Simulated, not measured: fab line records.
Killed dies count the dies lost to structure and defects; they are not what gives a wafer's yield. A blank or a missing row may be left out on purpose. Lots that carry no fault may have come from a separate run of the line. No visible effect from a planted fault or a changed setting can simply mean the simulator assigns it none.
Chamber matching ; flow n5_finfet ; N5_HKMG_FIN_ALD_75 on ald_hk-01 has 4 sister chambers
The step deposits Al2O3, target thk 1 nm, co reactant pulse time 1 s. 8 wafers are shown with their chamber, then 9 later ones without.

== WAFERS PAIRED WITH THEIR CHAMBERS ==
wafer;chamber;heater_power_w (W);heater_power_outer_w (W)
L080.2;3;128;66
L081.4;1;151;78
L085.3;2;134;72
L085.4;0;134;67
L085.5;1;146;78
L090.1;2;134;69
L090.2;0;133;65
L090.4;3;129;67

== WAFERS MISSING THEIR CHAMBER ==
wafer;heater_power_w (W);heater_power_outer_w (W)
L091.4;130;68
L091.5;151;79
L091.6;132;73
L095.4;129;67
L095.5;130;67
L095.6;148;77
L096.3;128;68
L096.5;133;65
L096.6;128;67

== EACH ONE'S CHAMBER ==
wafer;from the rows above;in truth
L091.4;can't be placed: 3 or 0 or 2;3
L091.5;1;1
L091.6;2;2
L095.4;3;3
L095.5;can't be placed: 3 or 0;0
L095.6;1;1
L096.3;3;3
L096.5;can't be placed: 0 or 3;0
L096.6;3;3
Correctly placed: 6 of 9. Cannot be placed on the basis of these rows: 3; the candidates contain the true chamber in 3. 0 placed wrongly.
How it was worked out, from the rows above alone: a wafer's distance from a chamber is the root of the sum, over the readings, of the square of ((its reading less the chamber's mean) divided by the reading's scatter). If the next closest chamber is less than 2 further off than the closest, the wafer can't be placed; otherwise it belongs to the closest. Each chamber's mean is taken over the wafers shown for it. The scatter: take each reading less its chamber's mean, square it, sum over the shown wafers, divide by the number of wafers less the number of chambers, and take the root.
